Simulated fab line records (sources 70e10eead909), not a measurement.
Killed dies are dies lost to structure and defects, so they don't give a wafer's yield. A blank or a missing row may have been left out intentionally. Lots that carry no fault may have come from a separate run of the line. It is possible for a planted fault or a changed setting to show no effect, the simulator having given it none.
fab line records	flow nand_harc
record lots=24	wafers=72	last_day=24
route steps=1159 shown P_CONTACT@246 P_M0@263 P_M1@306
lots with no fault: from the same line, run without faults
start_h: start of the lot's first displayed wafer, in hours after the record's first day	wait_h: hours from the lot's prior step to this one	" identical to the entry in the row above	L1.1+2: one row covering several wafers at once	- either no value or no given start	* or withheld: withheld	< > ~ a bound
route shown NAME@n: a module of which the file shows steps, and the number in the route of the first	usual: the fault-free wafers' mean and standard deviation	same: alike in all rows	chamber/n: place in a boat	sites: per-site readings	_std_site: their standard deviation	_edge_site: outer sites' mean less inner sites'	radius_mm: how far each site lies from the wafer's centre	mask NAME#n: copy n	behind: the tool/chamber that last shaped the wafer	hold: why the lot was held/for how many hours/how that ended	device: transistor that didn't switch, given as n, p or np	end of line: the tests these same wafers got at the end of their route	for a step that has no rows: nothing shown but its recipe	killed: dies lost to structure and defects at the first sort, not the wafer's yield	map: a wafer's dies, marking killed ones x, the rest . and places with no die _
set.NAME: setting as actually run; set.NAME@STEP: the setting as run at that earlier step	model.NAME: the simulator's own value behind a step, which no gauge read
one table for each step of the route and one row for each wafer, over a sample of lots
services: the hour from which a tool's chamber was out of use, counted from the record's first day as start_h (under 0 if before that day), plus the number of hours and why
## steps
# step NHARC_P_CONTACT_PVD_32
# recipe target_thk_a=50	chamber_pressure_pa=5	power_w=5000	substrate_temp_c=200	time_s=17.7	material=Ti
# usual cathode_dc_power_W=5000.0/0.95	throttle_valve_pct=29.7/0.87
# same time_s=17.7
lot.wafer	tool	chamber	start_h	wait_h	cathode_dc_power_W	throttle_valve_pct
L074.1	pvd_sputter-01	-	-	-	4999.8	29.0
L074.4	"	-	"	"	4999.2	30.6
L074.3	"	-	"	"	4999.1	30.8
L076.1	pvd_sputter-02	-	-	-	4999.9	29.2
L076.2	"	-	"	"	4999.6	30.1
L076.6	"	-	"	"	5002.6	29.1
L075.3	pvd_sputter-03	-	-	-	5000.7	28.6
L075.4	"	-	"	"	5003.5	30.7
L075.5	"	-	"	"	5000.2	30.9
L078.3	pvd_sputter-02	-	-	-	5000.2	29.9
L078.1	"	-	"	"	4999.0	29.0
L078.6	"	-	"	"	5000.2	30.1
L077.4	pvd_sputter-01	-	-	-	4999.1	30.5
L077.1	"	-	"	"	4999.9	29.0
L077.2	"	-	"	"	4999.6	29.3
L079.1	pvd_sputter-02	-	-	-	5000.4	29.1
L079.3	"	-	"	"	4999.1	29.9
L079.5	"	-	"	"	5000.1	29.0
L081.2	pvd_sputter-02	-	-	-	4999.8	29.7
L081.3	"	-	"	"	4997.8	29.2
L081.4	"	-	"	"	4998.4	29.1
L080.1	pvd_sputter-03	-	-	-	4999.9	30.8
L080.4	"	-	"	"	4998.1	28.4
L080.5	"	-	"	"	5001.2	30.4
L083.2	pvd_sputter-02	-	-	-	4999.5	29.9
L083.1	"	-	"	"	4999.8	29.5
L083.5	"	-	"	"	4999.7	29.3
L082.4	pvd_sputter-03	-	-	-	5000.2	30.5
L082.1	"	-	"	"	4999.2	28.5
L082.2	"	-	"	"	4999.7	28.4
L084.3	pvd_sputter-01	-	-	-	5001.2	28.7
L084.4	"	-	"	"	4999.4	28.6
L084.5	"	-	"	"	5000.2	29.0
L086.1	pvd_sputter-03	-	-	-	4998.5	31.0
L086.3	"	-	"	"	5000.3	28.4
L086.5	"	-	"	"	4998.9	30.6
L088.4	pvd_sputter-01	-	-	-	5000.3	29.1
L088.2	"	-	"	"	5000.5	28.5
L088.3	"	-	"	"	5001.1	30.3
L087.3	pvd_sputter-03	-	-	-	5001.3	30.7
L087.2	"	-	"	"	5000.0	28.3
L087.5	"	-	"	"	5000.7	28.6
L085.4	pvd_sputter-02	-	-	-	5001.3	29.7
L085.3	"	-	"	"	4998.4	29.6
L085.5	"	-	"	"	5001.3	29.9
L089.4	pvd_sputter-01	-	-	-	4999.4	30.7
L089.5	"	-	"	"	5000.2	30.7
L089.6	"	-	"	"	4999.9	30.4
L090.4	pvd_sputter-01	-	-	-	4999.5	30.3
L090.2	"	-	"	"	5000.6	28.4
L090.6	"	-	"	"	4999.9	30.4
L092.2	pvd_sputter-03	-	-	-	5001.2	28.6
L092.3	"	-	"	"	4999.3	30.6
L092.6	"	-	"	"	5000.3	28.4
L091.1	pvd_sputter-01	-	-	-	4999.8	29.3
L091.2	"	-	"	"	5000.2	28.8
L091.6	"	-	"	"	4998.8	30.3
L093.3	pvd_sputter-01	-	-	-	4999.7	30.5
L093.1	"	-	"	"	5000.2	28.9
L093.5	"	-	"	"	4998.2	30.5
L094.2	pvd_sputter-03	-	-	-	4999.6	28.5
L094.4	"	-	"	"	5000.6	30.8
L094.6	"	-	"	"	4998.8	28.4
L097.2	pvd_sputter-03	-	-	-	5000.5	30.6
L097.1	"	-	"	"	5001.0	30.6
L097.5	"	-	"	"	5002.2	28.5
L095.1	pvd_sputter-01	-	-	-	5000.4	30.5
L095.4	"	-	"	"	5000.7	28.7
L095.6	"	-	"	"	4999.7	30.7
L096.3	pvd_sputter-02	-	-	-	4999.7	30.0
L096.4	"	-	"	"	5001.0	31.1
L096.5	"	-	"	"	4998.7	29.4
# step NHARC_P_CONTACT_INSPECT_27
# usual raw_defect_count=275/120
lot.wafer	tool	chamber	start_h	wait_h	raw_defect_count
L074.1	defect_inspect-02	-	108.44	0.1	208
L074.3	"	-	"	"	174
L074.4	"	-	"	"	218
L076.1	defect_inspect-01	-	117.83	0.1	275
L076.2	"	-	"	"	250
L076.6	"	-	"	"	211
L075.3	defect_inspect-01	-	118.37	0.1	151
L075.4	"	-	"	"	522
L075.5	"	-	"	"	208
L078.1	defect_inspect-01	-	135.25	0.1	208
L078.3	"	-	"	"	331
L078.6	"	-	"	"	222
L077.1	defect_inspect-02	-	135.79	0.1	123
L077.2	"	-	"	"	107
L077.4	"	-	"	"	101
L079.1	defect_inspect-01	-	145.54	0.1	330
L079.3	"	-	"	"	217
L079.5	"	-	"	"	604
L081.2	defect_inspect-02	-	150.62	0.1	212
L081.3	"	-	"	"	204
L081.4	"	-	"	"	200
L080.1	defect_inspect-02	-	151.29	0.1	291
L080.4	"	-	"	"	260
L080.5	"	-	"	"	232
L083.1	defect_inspect-02	-	167.01	0.1	185
L083.2	"	-	"	"	260
L083.5	"	-	"	"	234
L082.1	defect_inspect-01	-	167.56	0.1	283
L082.2	"	-	"	"	478
L082.4	"	-	"	"	234
L084.3	defect_inspect-02	-	173.29	0.1	246
L084.4	"	-	"	"	238
L084.5	"	-	"	"	187
L086.1	defect_inspect-01	-	193.35	0.1	468
L086.3	"	-	"	"	372
L086.5	"	-	"	"	262
L088.2	defect_inspect-02	-	193.38	0.1	218
L088.3	"	-	"	"	394
L088.4	"	-	"	"	157
L087.2	defect_inspect-01	-	193.90	0.1	286
L087.3	"	-	"	"	413
L087.5	"	-	"	"	392
L085.3	defect_inspect-02	-	196.57	0.1	556
L085.4	"	-	"	"	622
L085.5	"	-	"	"	404
L089.4	defect_inspect-02	-	203.25	0.1	275
L089.5	"	-	"	"	222
L089.6	"	-	"	"	442
L092.2	defect_inspect-02	-	217.47	0.1	282
L092.3	"	-	"	"	269
L092.6	"	-	"	"	231
L090.2	defect_inspect-02	-	217.69	0.1	178
L090.4	"	-	"	"	180
L090.6	"	-	"	"	143
L091.1	defect_inspect-01	-	218.03	0.1	373
L091.2	"	-	"	"	395
L091.6	"	-	"	"	226
L093.1	defect_inspect-01	-	225.20	0.1	358
L093.3	"	-	"	"	175
L093.5	"	-	"	"	73
L094.2	defect_inspect-01	-	235.66	0.1	249
L094.4	"	-	"	"	360
L094.6	"	-	"	"	240
L097.1	defect_inspect-01	-	244.20	0.1	155
L097.2	"	-	"	"	283
L097.5	"	-	"	"	232
L095.1	defect_inspect-02	-	244.73	0.1	292
L095.4	"	-	"	"	138
L095.6	"	-	"	"	171
L096.3	defect_inspect-02	-	245.70	0.1	207
L096.4	"	-	"	"	228
L096.5	"	-	"	"	159
# step NHARC_P_M0_CD_MEAS_09
# recipe target_cd_nm=90	landing_energy_ev=500
# usual cd_nm=89.9/0.69
lot.wafer	tool	chamber	start_h	wait_h	cd_nm
L074.1	cd_sem-03	0	109.29	-	90.5
L074.3	"	0	"	"	89.9
L074.4	"	0	"	"	90.9
L076.1	cd_sem-03	0	118.73	-	91.5
L076.2	"	0	"	"	90.1
L076.6	"	0	"	"	89.7
L075.3	cd_sem-03	0	119.27	-	89.9
L075.4	"	0	"	"	89.3
L075.5	"	0	"	"	89.4
L078.1	cd_sem-02	0	136.14	-	89.9
L078.3	"	0	"	"	90.6
L078.6	"	0	"	"	89.1
L077.1	cd_sem-02	0	136.72	-	89.6
L077.2	"	0	"	"	89.6
L077.4	"	0	"	"	89.4
L079.1	cd_sem-02	0	146.45	-	90.8
L079.3	"	0	"	"	90.7
L079.5	"	0	"	"	90.6
L081.2	cd_sem-03	0	151.53	-	89.6
L081.3	"	0	"	"	90.5
L081.4	"	0	"	"	91.5
L080.1	cd_sem-01	0	152.19	-	90.3
L080.4	"	0	"	"	90.0
L080.5	"	0	"	"	90.7
L083.1	cd_sem-01	0	168.04	-	89.9
L083.2	"	0	"	"	88.5
L083.5	"	0	"	"	90.1
L082.1	cd_sem-03	0	168.47	-	88.6
L082.2	"	0	"	"	90.4
L082.4	"	0	"	"	90.3
L084.3	cd_sem-03	0	174.22	-	88.3
L084.4	"	0	"	"	90.1
L084.5	"	0	"	"	88.8
L086.1	cd_sem-03	0	194.25	-	89.5
L086.3	"	0	"	"	90.1
L086.5	"	0	"	"	90.4
L088.2	cd_sem-02	0	194.41	-	90.5
L088.3	"	0	"	"	90.3
L088.4	"	0	"	"	90.0
L087.2	cd_sem-02	0	194.68	-	88.6
L087.3	"	0	"	"	89.1
L087.5	"	0	"	"	88.8
L085.3	cd_sem-02	0	197.37	-	89.5
L085.4	"	0	"	"	89.4
L085.5	"	0	"	"	89.5
L089.4	cd_sem-01	0	204.03	-	89.5
L089.5	"	0	"	"	88.6
L089.6	"	0	"	"	88.8
L092.2	cd_sem-01	0	218.38	-	90.5
L092.3	"	0	"	"	90.6
L092.6	"	0	"	"	89.6
L090.2	cd_sem-02	0	218.59	-	89.9
L090.4	"	0	"	"	90.0
L090.6	"	0	"	"	90.4
L091.1	cd_sem-01	0	218.97	-	90.2
L091.2	"	0	"	"	90.8
L091.6	"	0	"	"	89.7
L093.1	cd_sem-02	0	226.10	-	89.8
L093.3	"	0	"	"	89.7
L093.5	"	0	"	"	89.7
L094.2	cd_sem-02	0	236.44	-	90.3
L094.4	"	0	"	"	90.1
L094.6	"	0	"	"	90.8
L097.1	cd_sem-03	0	245.10	-	90.4
L097.2	"	0	"	"	90.7
L097.5	"	0	"	"	90.5
L095.1	cd_sem-03	0	245.63	-	90.0
L095.4	"	0	"	"	89.7
L095.6	"	0	"	"	90.0
L096.3	cd_sem-01	0	246.49	-	89.8
L096.4	"	0	"	"	90.4
L096.5	"	0	"	"	88.6
# step NHARC_P_M0_DEGAS_28
# recipe temp_c=250	time_s=60
# usual heater_power_w=309/22
# same time_s=60
lot.wafer	tool	chamber	start_h	wait_h	heater_power_w
L074.1	pvd_sputter-01	-	110.40	-	312
L074.3	"	-	"	"	361
L074.4	"	-	"	"	335
L076.1	pvd_sputter-03	-	119.87	-	319
L076.2	"	-	"	"	305
L076.6	"	-	"	"	329
L075.3	pvd_sputter-02	-	120.39	-	273
L075.4	"	-	"	"	310
L075.5	"	-	"	"	274
L078.3	pvd_sputter-01	-	137.26	-	329
L078.1	"	-	"	"	317
L078.6	"	-	"	"	360
L077.4	pvd_sputter-02	-	137.83	-	306
L077.2	"	-	"	"	329
L077.1	"	-	"	"	275
L079.1	pvd_sputter-02	-	147.58	-	299
L079.3	"	-	"	"	331
L079.5	"	-	"	"	309
L081.2	pvd_sputter-01	-	152.67	-	312
L081.4	"	-	"	"	305
L081.3	"	-	"	"	329
L080.4	pvd_sputter-02	-	153.37	-	278
L080.1	"	-	"	"	308
L080.5	"	-	"	"	323
L083.2	pvd_sputter-02	-	169.18	-	317
L083.1	"	-	"	"	271
L083.5	"	-	"	"	304
L082.2	pvd_sputter-03	-	169.59	-	297
L082.4	"	-	"	"	321
L082.1	"	-	"	"	278
L084.4	pvd_sputter-02	-	175.36	-	304
L084.3	"	-	"	"	325
L084.5	"	-	"	"	305
L086.1	pvd_sputter-03	-	195.38	-	313
L086.3	"	-	"	"	275
L086.5	"	-	"	"	325
L088.2	pvd_sputter-02	-	195.50	-	297
L088.4	"	-	"	"	326
L088.3	"	-	"	"	304
L087.2	pvd_sputter-03	-	195.79	-	327
L087.3	"	-	"	"	316
L087.5	"	-	"	"	292
L085.4	pvd_sputter-03	-	198.47	-	316
L085.3	"	-	"	"	297
L085.5	"	-	"	"	324
L089.4	pvd_sputter-02	-	205.15	-	277
L089.6	"	-	"	"	303
L089.5	"	-	"	"	311
L092.3	pvd_sputter-01	-	219.48	-	320
L092.2	"	-	"	"	343
L092.6	"	-	"	"	309
L090.2	pvd_sputter-03	-	219.74	-	314
L090.4	"	-	"	"	293
L090.6	"	-	"	"	308
L091.2	pvd_sputter-01	-	220.12	-	361
L091.1	"	-	"	"	318
L091.6	"	-	"	"	346
L093.1	pvd_sputter-02	-	227.21	-	301
L093.3	"	-	"	"	327
L093.5	"	-	"	"	293
L094.2	pvd_sputter-03	-	237.55	-	323
L094.4	"	-	"	"	322
L094.6	"	-	"	"	320
L097.2	pvd_sputter-03	-	246.22	-	275
L097.1	"	-	"	"	330
L097.5	"	-	"	"	274
L095.4	pvd_sputter-01	-	246.75	-	324
L095.1	"	-	"	"	353
L095.6	"	-	"	"	345
L096.3	pvd_sputter-02	-	247.61	-	295
L096.4	"	-	"	"	275
L096.5	"	-	"	"	293
# step NHARC_P_M0_CMP_23
# recipe t_overpolish_s=20	target_thk_nm=117.53
# usual motor_current_A=11.6/1.1	slurry_filter_dp_kPa=13.51/0.13	time_to_endpoint_s=29.3/2.4
# same t_overpolish_s=20
lot.wafer	tool	chamber	start_h	wait_h	motor_current_A	slurry_filter_dp_kPa	time_to_endpoint_s
L074.4	cmp-04	1	111.48	-	11.2	13.36	26.5
L074.3	"	2	"	"	12.4	13.47	25.8
L074.1	"	0	"	"	12.6	13.73	28.9
L076.1	cmp-03	0	121.08	-	10.6	13.39	31.4
L076.2	"	1	"	"	10.9	13.69	31.7
L076.6	"	1	"	"	11.0	13.85	29.7
L075.4	cmp-02	1	121.47	-	12.4	13.42	27.7
L075.3	"	2	"	"	10.7	13.40	28.7
L075.5	"	2	"	"	10.1	13.59	29.4
L078.1	cmp-03	1	138.36	-	10.6	13.37	32.0
L078.3	"	3	"	"	12.2	13.60	27.7
L078.6	"	0	"	"	10.4	13.65	32.4
L077.4	cmp-04	0	139.01	-	12.8	13.64	30.5
L077.2	"	1	"	"	10.5	13.53	30.2
L077.1	"	3	"	"	10.4	13.44	27.9
L079.1	cmp-03	0	148.66	-	9.7	13.54	31.7
L079.3	"	2	"	"	13.4	13.49	30.8
L079.5	"	0	"	"	10.2	13.36	32.9
L081.3	cmp-03	2	153.75	-	13.1	13.41	28.1
L081.4	"	0	"	"	10.5	13.64	31.6
L081.2	"	1	"	"	11.0	13.39	31.2
L080.1	cmp-03	0	154.45	-	10.8	13.28	31.0
L080.4	"	2	"	"	13.7	13.42	31.1
L080.5	"	0	"	"	10.7	13.35	30.0
L083.1	cmp-03	2	170.29	-	13.3	13.25	29.5
L083.2	"	0	"	"	11.2	13.66	30.5
L083.5	"	1	"	"	11.0	13.38	31.1
L082.4	cmp-04	2	170.70	-	12.1	13.54	32.3
L082.1	"	0	"	"	11.9	13.72	34.5
L082.2	"	1	"	"	10.9	13.37	34.6
L084.3	cmp-04	3	176.45	-	11.1	13.31	25.6
L084.4	"	0	"	"	12.6	13.48	32.3
L084.5	"	2	"	"	12.9	13.42	27.7
L086.3	cmp-02	2	196.45	-	11.1	13.60	32.8
L086.1	"	0	"	"	12.8	13.43	27.3
L086.5	"	3	"	"	11.0	13.51	31.7
L088.4	cmp-03	2	196.61	-	13.7	13.33	29.7
L088.3	"	3	"	"	13.0	13.72	28.0
L088.2	"	0	"	"	10.8	13.62	30.7
L087.2	cmp-04	0	196.89	-	12.4	13.53	31.3
L087.3	"	3	"	"	10.6	13.61	26.5
L087.5	"	1	"	"	11.1	13.69	29.6
L085.4	cmp-03	0	199.65	-	10.4	13.48	28.8
L085.3	"	1	"	"	10.9	13.48	28.5
L085.5	"	3	"	"	12.1	13.65	25.4
L089.4	cmp-03	0	206.36	-	10.5	13.34	33.8
L089.5	"	3	"	"	12.7	13.47	28.2
L089.6	"	0	"	"	10.8	13.51	31.1
L092.3	cmp-03	3	220.56	-	12.9	13.59	25.9
L092.2	"	1	"	"	10.6	13.34	30.9
L092.6	"	3	"	"	12.0	13.38	27.7
L090.4	cmp-04	1	221.01	-	11.2	13.53	30.2
L090.2	"	3	"	"	10.4	13.39	28.2
L090.6	"	1	"	"	10.5	13.34	27.0
L091.1	cmp-02	0	221.23	-	12.6	13.66	25.0
L091.2	"	1	"	"	12.1	13.48	28.4
L091.6	"	3	"	"	10.2	13.57	31.4
L093.1	cmp-04	2	228.36	-	12.6	13.27	27.8
L093.3	"	3	"	"	10.6	13.61	30.1
L093.5	"	1	"	"	11.2	13.57	29.9
L094.2	cmp-02	3	238.63	-	10.8	13.51	29.1
L094.4	"	0	"	"	13.2	13.77	23.9
L094.6	"	0	"	"	12.6	13.46	24.6
L097.1	cmp-02	0	247.30	-	13.0	13.53	26.2
L097.2	"	3	"	"	10.9	13.57	29.7
L097.5	"	0	"	"	13.0	13.32	27.7
L095.4	cmp-02	3	247.90	-	10.8	13.58	27.9
L095.1	"	1	"	"	11.4	13.44	28.0
L095.6	"	3	"	"	10.4	13.37	31.4
L096.3	cmp-03	1	248.77	-	10.3	13.62	27.4
L096.4	"	2	"	"	13.7	13.58	27.8
L096.5	"	1	"	"	10.7	13.77	29.2
# step NHARC_P_M1_PRE_CLEAN_30
# recipe time_s=30	temp_c=280	gas=H2/He
# usual heater_power_w=379/29
# same time_s=30
lot.wafer	tool	chamber	start_h	wait_h	heater_power_w
L074.4	pvd_sputter-03	-	-	-	395
L074.3	"	-	"	"	330
L074.1	"	-	"	"	362
L076.1	pvd_sputter-03	-	-	-	403
L076.2	"	-	"	"	389
L076.6	"	-	"	"	331
L075.4	pvd_sputter-02	-	-	-	395
L075.3	"	-	"	"	374
L075.5	"	-	"	"	400
L078.1	pvd_sputter-02	-	-	-	397
L078.3	"	-	"	"	334
L078.6	"	-	"	"	391
L077.1	pvd_sputter-03	-	-	-	394
L077.2	"	-	"	"	377
L077.4	"	-	"	"	333
L079.3	pvd_sputter-02	-	-	-	392
L079.1	"	-	"	"	336
L079.5	"	-	"	"	405
L081.2	pvd_sputter-03	-	-	-	371
L081.3	"	-	"	"	402
L081.4	"	-	"	"	381
L080.1	pvd_sputter-02	-	-	-	379
L080.4	"	-	"	"	340
L080.5	"	-	"	"	368
L083.1	pvd_sputter-03	-	-	-	398
L083.2	"	-	"	"	338
L083.5	"	-	"	"	394
L082.1	pvd_sputter-02	-	-	-	369
L082.4	"	-	"	"	396
L082.2	"	-	"	"	327
L084.3	pvd_sputter-03	-	-	-	363
L084.4	"	-	"	"	396
L084.5	"	-	"	"	366
L086.3	pvd_sputter-02	-	-	-	336
L086.1	"	-	"	"	375
L086.5	"	-	"	"	383
L088.4	pvd_sputter-02	-	-	-	333
L088.3	"	-	"	"	382
L088.2	"	-	"	"	403
L087.2	pvd_sputter-01	-	-	-	388
L087.3	"	-	"	"	427
L087.5	"	-	"	"	393
L085.3	pvd_sputter-02	-	-	-	394
L085.4	"	-	"	"	373
L085.5	"	-	"	"	339
L089.4	pvd_sputter-03	-	-	-	367
L089.5	"	-	"	"	384
L089.6	"	-	"	"	341
L092.3	pvd_sputter-03	-	-	-	392
L092.2	"	-	"	"	383
L092.6	"	-	"	"	332
L090.2	pvd_sputter-01	-	-	-	399
L090.4	"	-	"	"	451
L090.6	"	-	"	"	396
L091.1	pvd_sputter-03	-	-	-	404
L091.2	"	-	"	"	387
L091.6	"	-	"	"	367
L093.3	pvd_sputter-01	-	-	-	456
L093.1	"	-	"	"	387
L093.5	"	-	"	"	456
L094.4	pvd_sputter-01	-	-	-	396
L094.2	"	-	"	"	453
L094.6	"	-	"	"	387
L097.1	pvd_sputter-02	-	-	-	374
L097.2	"	-	"	"	368
L097.5	"	-	"	"	358
L095.4	pvd_sputter-03	-	-	-	384
L095.1	"	-	"	"	368
L095.6	"	-	"	"	385
L096.4	pvd_sputter-01	-	-	-	395
L096.3	"	-	"	"	455
L096.5	"	-	"	"	395
## services
tool	chamber	start_h	hours	kind
pvd_sputter-01	-	96.28	6.6	repair
pvd_sputter-03	-	102.07	10.0	pm
cmp-04	-	103.66	1.4	repair
cmp-04	-	109.06	-	consumable_replace:conditioner
cmp-02	-	112.26	1.0	repair
pvd_sputter-01	-	120.94	9.4	repair
cmp-02	-	128.52	4.0	pm
pvd_sputter-03	-	132.23	4.0	repair
cmp-03	-	156.11	4.0	pm
pvd_sputter-01	-	158.00	10.0	pm
cmp-02	-	158.80	0.5	repair
cmp-03	-	160.11	-	consumable_replace:conditioner
cmp-03	-	160.11	-	consumable_replace:pad
pvd_sputter-03	-	181.42	3.0	repair
cmp-03	-	192.59	2.0	repair
pvd_sputter-01	-	195.19	0.7	repair
cmp-04	-	203.06	4.0	pm
cmp-02	-	205.44	1.8	repair
cmp-02	-	207.92	1.2	repair
cmp-02	-	213.57	0.7	repair
cmp-03	-	213.87	0.9	repair
pvd_sputter-01	-	213.99	1.0	repair
cmp-04	-	222.83	1.5	repair
cmp-02	-	226.52	4.0	pm
## key
fault none
